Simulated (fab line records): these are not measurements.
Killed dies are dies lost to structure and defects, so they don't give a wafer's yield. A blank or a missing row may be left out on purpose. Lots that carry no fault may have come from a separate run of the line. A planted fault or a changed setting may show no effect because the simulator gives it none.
The tool behind it: which one? | flow n5_finfet | 24 lots with 72 wafers sampled at 6 steps, on a route of 1938 steps

== WHAT THE GAUGES SHOWED, per wafer ==
No reading from a measuring or inspecting step in the record can be judged against a usual standard deviation.

== TOOL THAT RAN EACH LOT (tool first, then ch and the chambers of the sampled wafers, then the start) ==
lot  | N5_BEOL_M4_ETCH_63                 | N5_BEOL_M4_ETCH_64                 | N5_BEOL_M4_TRENCH_ETCH_37                     | N5_BEOL_M4_SPUTTER_81        | N5_BEOL_M4_ANNEAL_87         | N5_BEOL_M4_SPUTTER_90
L074 | rie_diel-01 ch 0,1,2, day 7 17:13  | rie_diel-01 ch 0,1,2, day 7 17:14  | rie_diel-06 ch 0,1,3, day 7 21:25 or earlier  | pvd_sputter-02, day 7 21:25  | pvd_sputter-02, day 7 21:43  | pvd_sputter-02, day 7 22:04
L076 | rie_diel-01 ch 0,2,3, day 7 23:29  | rie_diel-01 ch 0,2,3, day 7 23:31  | rie_diel-01 ch 0,1,2, day 8 05:54 or earlier  | pvd_sputter-02, day 8 05:54  | pvd_sputter-02, day 8 08:35  | pvd_sputter-02, day 8 08:57
L075 | rie_diel-04 ch 0,2,3, day 8 00:04  | rie_diel-04 ch 0,2,3, day 8 00:05  | rie_diel-06 ch 0,1,3, day 8 06:02 or earlier  | pvd_sputter-03, day 8 06:02  | pvd_sputter-03, day 8 06:20  | pvd_sputter-03, day 8 06:42
L077 | rie_diel-06 ch 0,1,2, day 8 04:55  | rie_diel-06 ch 0,1,2, day 8 04:56  | rie_diel-01 ch 1,2, day 8 16:01 or earlier    | pvd_sputter-03, day 8 16:01  | pvd_sputter-03, day 8 16:19  | pvd_sputter-03, day 8 16:41
L078 | rie_diel-04 ch 0,2,3, day 8 06:09  | rie_diel-04 ch 0,2,3, day 8 06:11  | rie_diel-06 ch 0,1,2, day 8 16:25 or earlier  | pvd_sputter-02, day 8 16:25  | pvd_sputter-02, day 8 16:43  | pvd_sputter-02, day 8 17:05
L079 | rie_diel-01 ch 0,1,3, day 8 16:39  | rie_diel-01 ch 0,1,3, day 8 16:41  | rie_diel-01 ch 0,2,3, day 8 20:10 or earlier  | pvd_sputter-01, day 8 20:10  | pvd_sputter-01, day 8 20:28  | pvd_sputter-01, day 8 20:50
L080 | rie_diel-06 ch 0,2,3, day 9 03:31  | rie_diel-06 ch 0,2,3, day 9 03:32  | rie_diel-04 ch 0,1,3, day 9 13:11 or earlier  | pvd_sputter-03, day 9 13:11  | pvd_sputter-03, day 9 13:29  | pvd_sputter-03, day 9 13:51
L081 | rie_diel-04 ch 0,1,2, day 9 08:17  | rie_diel-04 ch 0,1,2, day 9 08:19  | rie_diel-06 ch 0,2,3, day 9 13:46 or earlier  | pvd_sputter-01, day 9 13:46  | pvd_sputter-01, day 9 14:04  | pvd_sputter-01, day 9 14:26
L082 | rie_diel-06 ch 0,1,3, day 9 15:52  | rie_diel-06 ch 0,1,3, day 9 15:54  | rie_diel-01 ch 0,1,3, day 9 20:12 or earlier  | pvd_sputter-02, day 9 20:12  | pvd_sputter-02, day 9 20:30  | pvd_sputter-02, day 9 20:52
L083 | rie_diel-01 ch 0,1,2, day 9 22:10  | rie_diel-01 ch 0,1,2, day 9 22:12  | rie_diel-04 ch 2,3, day 10 05:47 or earlier   | pvd_sputter-01, day 10 05:47 | pvd_sputter-01, day 10 06:05 | pvd_sputter-01, day 10 06:26
L084 | rie_diel-01 ch 0,1, day 10 02:47   | rie_diel-01 ch 0,1, day 10 02:49   | rie_diel-04 ch 1,2, day 10 11:59 or earlier   | pvd_sputter-03, day 10 11:59 | pvd_sputter-03, day 10 12:17 | pvd_sputter-03, day 10 12:39
L086 | rie_diel-04 ch 0,1,2, day 10 11:44 | rie_diel-04 ch 0,1,2, day 10 11:46 | rie_diel-01 ch 1,2, day 10 18:14 or earlier   | pvd_sputter-03, day 10 18:14 | pvd_sputter-03, day 10 18:32 | pvd_sputter-03, day 10 18:54
L085 | rie_diel-06 ch 0,1,2, day 10 11:55 | rie_diel-06 ch 0,1,2, day 10 11:56 | rie_diel-06 ch 1,2,3, day 10 18:34 or earlier | pvd_sputter-01, day 10 18:34 | pvd_sputter-01, day 10 18:52 | pvd_sputter-01, day 10 19:13
L087 | rie_diel-06 ch 0,1,3, day 10 16:51 | rie_diel-06 ch 0,1,3, day 10 16:53 | rie_diel-04 ch 2,3, day 11 01:47 or earlier   | pvd_sputter-02, day 11 01:47 | pvd_sputter-02, day 11 02:05 | pvd_sputter-02, day 11 02:26
L088 | rie_diel-04 ch 0,2,3, day 10 18:13 | rie_diel-04 ch 0,2,3, day 10 18:15 | rie_diel-06 ch 0,1,2, day 11 02:04 or earlier | pvd_sputter-01, day 11 02:04 | pvd_sputter-01, day 11 02:22 | pvd_sputter-01, day 11 02:44
L089 | rie_diel-01 ch 0,2,3, day 11 01:43 | rie_diel-01 ch 0,2,3, day 11 01:44 | rie_diel-01 ch 0,2,3, day 11 10:40 or earlier | pvd_sputter-01, day 11 10:40 | pvd_sputter-01, day 11 10:58 | pvd_sputter-01, day 11 11:20
L091 | rie_diel-01 ch 0,2,3, day 11 15:41 | rie_diel-01 ch 0,2,3, day 11 15:43 | rie_diel-06 ch 0,2, day 12 02:14 or earlier   | pvd_sputter-03, day 12 02:14 | pvd_sputter-03, day 12 02:32 | pvd_sputter-03, day 12 02:54
L090 | rie_diel-06 ch 0,2, day 12 02:49   | rie_diel-06 ch 0,2, day 12 02:51   | rie_diel-04 ch 2,3, day 12 07:20 or earlier   | pvd_sputter-01, day 12 07:20 | pvd_sputter-01, day 12 07:38 | pvd_sputter-01, day 12 08:00
L092 | rie_diel-04 ch 1,2,3, day 12 07:37 | rie_diel-04 ch 1,2,3, day 12 07:39 | rie_diel-06 ch 0,3, day 12 11:30 or earlier   | pvd_sputter-01, day 12 11:30 | pvd_sputter-01, day 12 11:48 | pvd_sputter-01, day 12 12:10
L093 | rie_diel-04 ch 1,2, day 12 09:46   | rie_diel-04 ch 1,2, day 12 09:47   | rie_diel-01 ch 0,1,3, day 12 13:58 or earlier | pvd_sputter-01, day 12 13:58 | pvd_sputter-01, day 12 14:16 | pvd_sputter-01, day 12 14:37
L094 | rie_diel-01 ch 0,2, day 12 12:43   | rie_diel-01 ch 0,2, day 12 12:44   | rie_diel-01 ch 1,2, day 12 17:31 or earlier   | pvd_sputter-02, day 12 17:31 | pvd_sputter-02, day 12 17:49 | pvd_sputter-02, day 12 18:11
L095 | rie_diel-01 ch 0,1, day 12 23:30   | rie_diel-01 ch 0,1, day 12 23:32   | rie_diel-04 ch 0,1, day 13 13:05 or earlier   | pvd_sputter-01, day 13 13:05 | pvd_sputter-01, day 13 13:23 | pvd_sputter-01, day 13 13:45
L096 | rie_diel-06 ch 0,2,3, day 13 00:31 | rie_diel-06 ch 0,2,3, day 13 00:32 | rie_diel-01 ch 0,2,3, day 13 06:49 or earlier | pvd_sputter-02, day 13 06:49 | pvd_sputter-02, day 13 07:07 | pvd_sputter-02, day 13 07:28
L097 | rie_diel-01 ch 1,3, day 13 09:04   | rie_diel-01 ch 1,3, day 13 09:05   | rie_diel-06 ch 0,2,3, day 13 17:49 or earlier | pvd_sputter-01, day 13 17:49 | pvd_sputter-01, day 13 18:07 | pvd_sputter-01, day 13 18:28
- N5_BEOL_M4_ETCH_63: etches SiARC in CF4, target depth 15.6 nm, time 26 s.
- N5_BEOL_M4_ETCH_64: etches SOC in N2/H2, target depth 75 nm, overetch 22.5 nm, time 121.9 s.
- N5_BEOL_M4_TRENCH_ETCH_37: etches SiOC in C4F6/O2, target depth 55.555 nm, time 29.2 s.
- N5_BEOL_M4_SPUTTER_81: material Cu, target thk 4.5 nm, time 8.29 s.
- N5_BEOL_M4_ANNEAL_87: time 240 s.
- N5_BEOL_M4_SPUTTER_90: material Cu, target thk 4.5 nm, time 8.29 s.

== AS READ BY THE TOOLS THEMSELVES (means over the sampled wafers that have a number; for cases with no such wafer, the mark the record gives instead) ==
N5_BEOL_M4_ETCH_63. Usual: drypump_motor_current_A 5.6 A, standard deviation 0.51; etch_rf_on_time_s 25.9 s, standard deviation 0.38; oes_product_au 0.69 a.u., standard deviation 0.084; rf_vpp_V 184.1 V, standard deviation 1.2; showerhead_plenum_p_Torr 2.15 Torr, standard deviation 0.061; throttle_valve_pct 15.59 %, standard deviation 0.17.
lot  | tool        | drypump_motor_current_A (A) | etch_rf_on_time_s (s) | oes_product_au (a.u.) | rf_vpp_V (V) | showerhead_plenum_p_Torr (Torr) | throttle_valve_pct (%) | flag
L074 | rie_diel-01 | 5.3                         | 25.6                  | 0.75                  | 184.2        | 2.14                            | 15.48                  |
L076 | rie_diel-01 | 5.6                         | 25.7                  | 0.74                  | 184.1        | 2.17                            | 15.55                  |
L075 | rie_diel-04 | 5.9                         | 25.8                  | 0.69                  | 184.1        | 2.15                            | 15.65                  |
L077 | rie_diel-06 | 5.4                         | 25.9                  | 0.69                  | 184.1        | 2.15                            | 15.62                  |
L078 | rie_diel-04 | 5.9                         | 25.9                  | 0.69                  | 183.9        | 2.15                            | 15.66                  |
L079 | rie_diel-01 | 5.3                         | 25.6                  | 0.79                  | 183.8        | 2.16                            | 15.47                  |
L080 | rie_diel-06 | 5.9                         | 26.3                  | 0.69                  | 184.7        | 2.18                            | 15.62                  |
L081 | rie_diel-04 | 5.9                         | 26.4                  | 0.66                  | 184.2        | 2.17                            | 15.73                  |
L082 | rie_diel-06 | 5.9                         | 26.4                  | 0.61                  | 185.6        | 2.18                            | 15.73                  |
L083 | rie_diel-01 | 5.3                         | 26.0                  | 0.71                  | 184.7        | 2.14                            | 15.52                  |
L084 | rie_diel-01 | 5.2                         | 25.5                  | 0.78                  | 184.3        | 2.16                            | 15.57                  |
L086 | rie_diel-04 | 5.9                         | 25.8                  | 0.73                  | 185.5        | 2.16                            | 15.57                  |
L085 | rie_diel-06 | 5.4                         | 26.1                  | 0.66                  | 183.2        | 2.14                            | 15.66                  |
L087 | rie_diel-06 | 5.9                         | 26.1                  | 0.61                  | 184.9        | 2.18                            | 15.75                  |
L088 | rie_diel-04 | 5.9                         | 25.7                  | 0.73                  | 184.4        | 2.14                            | 15.53                  |
L089 | rie_diel-01 | 5.6                         | 25.7                  | 0.70                  | 184.4        | 2.16                            | 15.60                  |
L091 | rie_diel-01 | 5.5                         | 25.5                  | 0.70                  | 184.1        | 2.16                            | 15.60                  |
L090 | rie_diel-06 | 5.5                         | 25.9                  | 0.67                  | 184.9        | 2.18                            | 15.70                  |
L092 | rie_diel-04 | 5.9                         | 25.7                  | 0.65                  | 183.3        | 2.13                            | 15.57                  |
L093 | rie_diel-04 | 5.9                         | 26.1                  | 0.63                  | 184.1        | 2.16                            | 15.63                  |
L094 | rie_diel-01 | 5.4                         | 25.8                  | 0.65                  | 184.1        | 2.14                            | 15.66                  |
L095 | rie_diel-01 | 5.2                         | 25.3                  | 0.74                  | 184.2        | 2.15                            | 15.62                  |
L096 | rie_diel-06 | 5.9                         | 26.0                  | 0.66                  | 183.1        | 2.17                            | 15.69                  |
L097 | rie_diel-01 | 5.5                         | 26.0                  | 0.71                  | 183.9        | 2.14                            | 15.46                  |

N5_BEOL_M4_ETCH_64. Usual: drypump_motor_current_A 5.6 A, standard deviation 0.51; n2_flow_sccm 200.0 sccm, standard deviation 0.63; oes_product_au 0.61 a.u., standard deviation 0.071; rf_vpp_V 524.3 V, standard deviation 2.3; showerhead_plenum_p_Torr 2.56 Torr, standard deviation 0.081; throttle_valve_pct 17.81 %, standard deviation 0.17.
lot  | tool        | drypump_motor_current_A (A) | n2_flow_sccm (sccm) | oes_product_au (a.u.) | rf_vpp_V (V) | showerhead_plenum_p_Torr (Torr) | throttle_valve_pct (%) | flag
L074 | rie_diel-01 | 5.2                         | 200.2               | 0.66                  | 524.4        | 2.55                            | 17.72                  |
L076 | rie_diel-01 | 5.5                         | 200.0               | 0.66                  | 524.8        | 2.58                            | 17.77                  |
L075 | rie_diel-04 | 5.9                         | 199.7               | 0.61                  | 523.8        | 2.55                            | 17.89                  |
L077 | rie_diel-06 | 5.4                         | 199.8               | 0.61                  | 524.2        | 2.55                            | 17.80                  |
L078 | rie_diel-04 | 5.9                         | 200.4               | 0.61                  | 524.5        | 2.55                            | 17.89                  |
L079 | rie_diel-01 | 5.3                         | 200.1               | 0.69                  | 524.6        | 2.57                            | 17.72                  |
L080 | rie_diel-06 | 5.9                         | 200.1               | 0.61                  | 525.3        | 2.60                            | 17.78                  |
L081 | rie_diel-04 | 5.9                         | 199.7               | 0.58                  | 524.9        | 2.58                            | 18.01                  |
L082 | rie_diel-06 | 5.9                         | 200.7               | 0.55                  | 525.5        | 2.60                            | 17.89                  |
L083 | rie_diel-01 | 5.3                         | 200.0               | 0.63                  | 523.5        | 2.54                            | 17.76                  |
L084 | rie_diel-01 | 5.2                         | 199.3               | 0.68                  | 524.3        | 2.57                            | 17.85                  |
L086 | rie_diel-04 | 5.9                         | 199.7               | 0.65                  | 524.1        | 2.58                            | 17.87                  |
L085 | rie_diel-06 | 5.4                         | 200.3               | 0.59                  | 523.6        | 2.55                            | 17.83                  |
L087 | rie_diel-06 | 5.9                         | 199.8               | 0.55                  | 526.0        | 2.59                            | 17.90                  |
L088 | rie_diel-04 | 5.9                         | 200.6               | 0.65                  | 524.4        | 2.54                            | 17.80                  |
L089 | rie_diel-01 | 5.6                         | 199.7               | 0.62                  | 525.0        | 2.57                            | 17.83                  |
L091 | rie_diel-01 | 5.5                         | 199.7               | 0.62                  | 524.8        | 2.57                            | 17.83                  |
L090 | rie_diel-06 | 5.5                         | 200.3               | 0.59                  | 525.6        | 2.59                            | 17.86                  |
L092 | rie_diel-04 | 5.9                         | 200.2               | 0.57                  | 523.7        | 2.54                            | 17.84                  |
L093 | rie_diel-04 | 5.9                         | 200.5               | 0.56                  | 524.9        | 2.57                            | 17.95                  |
L094 | rie_diel-01 | 5.4                         | 200.3               | 0.57                  | 524.1        | 2.55                            | 17.86                  |
L095 | rie_diel-01 | 5.2                         | 198.7               | 0.65                  | 523.4        | 2.56                            | 17.89                  |
L096 | rie_diel-06 | 5.9                         | 200.2               | 0.58                  | 525.7        | 2.58                            | 17.84                  |
L097 | rie_diel-01 | 5.5                         | 199.9               | 0.64                  | 523.8        | 2.54                            | 17.69                  |

N5_BEOL_M4_TRENCH_ETCH_37. Usual: drypump_motor_current_A 5.7 A, standard deviation 0.54; oes_product_au 0.80 a.u., standard deviation 0.097; rf_vpp_V 661 V, standard deviation 4.7; showerhead_plenum_p_Torr 2.86 Torr, standard deviation 0.083; throttle_valve_pct 20.84 %, standard deviation 0.16.
lot  | tool        | drypump_motor_current_A (A) | oes_product_au (a.u.) | rf_vpp_V (V) | showerhead_plenum_p_Torr (Torr) | throttle_valve_pct (%) | flag
L074 | rie_diel-06 | 5.9                         | 0.73                  | 659          | 2.91                            | 20.91                  |
L076 | rie_diel-01 | 5.2                         | 0.87                  | 661          | 2.85                            | 20.79                  |
L075 | rie_diel-06 | 5.9                         | 0.73                  | 660          | 2.90                            | 20.92                  |
L077 | rie_diel-01 | 5.0                         | 0.85                  | 658          | 2.81                            | 20.63                  |
L078 | rie_diel-06 | 5.4                         | 0.80                  | 659          | 2.86                            | 20.87                  |
L079 | rie_diel-01 | 5.5                         | 0.85                  | 661          | 2.88                            | 20.85                  |
L080 | rie_diel-04 | 5.6                         | 0.70                  | 663          | 2.78                            | 20.90                  |
L081 | rie_diel-06 | 5.9                         | 0.80                  | 662          | 2.90                            | 20.89                  |
L082 | rie_diel-01 | 5.3                         | 0.90                  | 658          | 2.86                            | 20.78                  |
L083 | rie_diel-04 | 5.9                         | 0.79                  | 664          | 2.82                            | 20.70                  |
L084 | rie_diel-04 | 5.9                         | 0.76                  | 664          | 2.88                            | 20.82                  |
L086 | rie_diel-01 | 5.3                         | 0.76                  | 661          | 2.82                            | 20.73                  |
L085 | rie_diel-06 | 5.8                         | 0.77                  | 657          | 2.84                            | 20.88                  |
L087 | rie_diel-04 | 6.2                         | 0.84                  | 665          | 2.91                            | 20.78                  |
L088 | rie_diel-06 | 5.4                         | 0.78                  | 658          | 2.85                            | 20.91                  |
L089 | rie_diel-01 | 5.6                         | 0.82                  | 661          | 2.87                            | 20.87                  |
L091 | rie_diel-06 | 5.5                         | 0.78                  | 663          | 2.89                            | 20.93                  |
L090 | rie_diel-04 | 6.2                         | 0.82                  | 666          | 2.91                            | 20.82                  |
L092 | rie_diel-06 | 6.4                         | 0.72                  | 664          | 2.93                            | 20.96                  |
L093 | rie_diel-01 | 5.3                         | 0.87                  | 657          | 2.85                            | 20.82                  |
L094 | rie_diel-01 | 5.3                         | 0.75                  | 661          | 2.81                            | 20.76                  |
L095 | rie_diel-04 | 5.6                         | 0.95                  | 661          | 2.79                            | 20.66                  |
L096 | rie_diel-01 | 5.6                         | 0.80                  | 660          | 2.87                            | 20.90                  |
L097 | rie_diel-06 | 5.9                         | 0.75                  | 662          | 2.88                            | 20.94                  |

N5_BEOL_M4_SPUTTER_81. Usual: throttle_valve_pct at 30.0 %, with a standard deviation of 0.99.
lot  | tool           | throttle_valve_pct (%) | flag
L074 | pvd_sputter-02 | 29.2                   |
L076 | pvd_sputter-02 | 30.3                   |
L075 | pvd_sputter-03 | 29.4                   |
L077 | pvd_sputter-03 | 29.6                   |
L078 | pvd_sputter-02 | 30.4                   |
L079 | pvd_sputter-01 | 30.4                   |
L080 | pvd_sputter-03 | 29.6                   |
L081 | pvd_sputter-01 | 30.4                   |
L082 | pvd_sputter-02 | 31.2                   |
L083 | pvd_sputter-01 | 30.8                   |
L084 | pvd_sputter-03 | 28.6                   |
L086 | pvd_sputter-03 | 28.9                   |
L085 | pvd_sputter-01 | 29.8                   |
L087 | pvd_sputter-02 | 28.9                   |
L088 | pvd_sputter-01 | 30.0                   |
L089 | pvd_sputter-01 | 30.5                   |
L091 | pvd_sputter-03 | 29.8                   |
L090 | pvd_sputter-01 | 29.8                   |
L092 | pvd_sputter-01 | 30.4                   |
L093 | pvd_sputter-01 | 30.5                   |
L094 | pvd_sputter-02 | 29.5                   |
L095 | pvd_sputter-01 | 30.1                   |
L096 | pvd_sputter-02 | 30.3                   |
L097 | pvd_sputter-01 | 30.0                   |

N5_BEOL_M4_ANNEAL_87. Usual: heater_power_w at 860 W, with a standard deviation of 110.
lot  | tool           | heater_power_w (W) | flag
L074 | pvd_sputter-02 | 862                |
L076 | pvd_sputter-02 | 870                |
L075 | pvd_sputter-03 | 800                |
L077 | pvd_sputter-03 | 803                |
L078 | pvd_sputter-02 | 913                |
L079 | pvd_sputter-01 | 824                |
L080 | pvd_sputter-03 | 931                |
L081 | pvd_sputter-01 | 798                |
L082 | pvd_sputter-02 | 886                |
L083 | pvd_sputter-01 | 853                |
L084 | pvd_sputter-03 | 786                |
L086 | pvd_sputter-03 | 876                |
L085 | pvd_sputter-01 | 836                |
L087 | pvd_sputter-02 | 852                |
L088 | pvd_sputter-01 | 855                |
L089 | pvd_sputter-01 | 882                |
L091 | pvd_sputter-03 | 876                |
L090 | pvd_sputter-01 | 848                |
L092 | pvd_sputter-01 | 827                |
L093 | pvd_sputter-01 | 866                |
L094 | pvd_sputter-02 | 903                |
L095 | pvd_sputter-01 | 876                |
L096 | pvd_sputter-02 | 869                |
L097 | pvd_sputter-01 | 846                |

N5_BEOL_M4_SPUTTER_90. Usual: throttle_valve_pct at 29.9 %, with a standard deviation of 0.98.
lot  | tool           | throttle_valve_pct (%) | flag
L074 | pvd_sputter-02 | 29.6                   |
L076 | pvd_sputter-02 | 30.2                   |
L075 | pvd_sputter-03 | 29.2                   |
L077 | pvd_sputter-03 | 29.4                   |
L078 | pvd_sputter-02 | 30.2                   |
L079 | pvd_sputter-01 | 30.3                   |
L080 | pvd_sputter-03 | 29.8                   |
L081 | pvd_sputter-01 | 30.5                   |
L082 | pvd_sputter-02 | 31.1                   |
L083 | pvd_sputter-01 | 30.7                   |
L084 | pvd_sputter-03 | 28.5                   |
L086 | pvd_sputter-03 | 29.0                   |
L085 | pvd_sputter-01 | 29.8                   |
L087 | pvd_sputter-02 | 28.7                   |
L088 | pvd_sputter-01 | 30.1                   |
L089 | pvd_sputter-01 | 30.5                   |
L091 | pvd_sputter-03 | 29.8                   |
L090 | pvd_sputter-01 | 29.9                   |
L092 | pvd_sputter-01 | 30.3                   |
L093 | pvd_sputter-01 | 30.4                   |
L094 | pvd_sputter-02 | 29.5                   |
L095 | pvd_sputter-01 | 30.2                   |
L096 | pvd_sputter-02 | 30.5                   |
L097 | pvd_sputter-01 | 30.0                   |

== THE ANSWER, worked out from the rows above alone ==
Rule: take the mean of a lot's wafers that have a number; if it is more than 3 standard deviations from the usual mean, the lot is off. A lot without any number at a reading at which 4 lots or more have one is off too. The other lots that the step has rows for count as sound. Order of review: gauges by route order, followed by the tools' own readings, for which a lot's mean as printed above is used. At the first step where some lot is off, the reading lying furthest off is the one used; lots without a number count as furthest.
Nothing can be told from this: no lot is off at any reading shown.

== WHAT THE SIMULATOR HAD PUT IN ==
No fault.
